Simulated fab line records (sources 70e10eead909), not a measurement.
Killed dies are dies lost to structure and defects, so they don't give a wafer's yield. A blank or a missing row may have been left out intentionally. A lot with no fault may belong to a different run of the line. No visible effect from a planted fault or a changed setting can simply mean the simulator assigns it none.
A single fault, viewed from 2 desks | flow nand-harc | each desk holds nothing but its own numbers, with what lay behind them at the end

THE METROLOGY DESK
Lot by lot, what the gauges showed, no matter which tool ran the lot: averages of those sampled wafers that carry a number. Any lot whose mean is over 4 standard deviations away from the usual mean is out of limits and marked OUT; that distance is given in the brackets.
Columns: A = thk-nm at NHARC_A_BONDPAD_THK_MEAS_20, usual 170.0 nm
lot  | first seen here | A
L152 | day 18 02:53    | 168.3
L155 | day 18 07:52    | 170.7
L160 | day 20 16:13    | 168.1
L162 | day 20 17:43    | 169.9
L166 | day 21 07:25    | 170.3
L165 | day 21 11:55    | 169.2
L168 | day 21 18:35    | 169.8
L171 | day 22 18:32    | 170.6
L169 | day 22 23:28    | 169.1
L175 | day 23 11:54    | 170.0
L172 | day 23 22:29    | 171.0
L174 | day 24 05:14    | 171.3
This desk's finding: nothing out of limits on any of the 12 lots.

FOR THE TOOL OWNER'S DESK: pecvd-onon-03
The tool's own readings at NHARC_A_ONON_D1_DEP_12 (target thk 1000 nm): means of the sampled wafers that have a number, for each lot that ran on this tool. Any lot whose mean is over 4 standard deviations away from the usual mean is out of limits and marked OUT; that distance is given in the brackets.
Columns: A = n2-flow-sccm at NHARC_A_ONON_D1_DEP_12, usual 2751 sccm
lot  | first seen here | A
L152 | day 7 06:07     | 2753
L160 | day 9 18:38     | 2740
L162 | day 10 03:02    | 2746
L175 | day 12 23:10    | 2749
This desk's finding: nothing out of limits on any of the 4 lots.

PUT TOGETHER
Metrology desk: nothing out of limits seen.
The tool owner's desk saw nothing out of limits.

WHAT THE SIMULATOR HAD INSERTED
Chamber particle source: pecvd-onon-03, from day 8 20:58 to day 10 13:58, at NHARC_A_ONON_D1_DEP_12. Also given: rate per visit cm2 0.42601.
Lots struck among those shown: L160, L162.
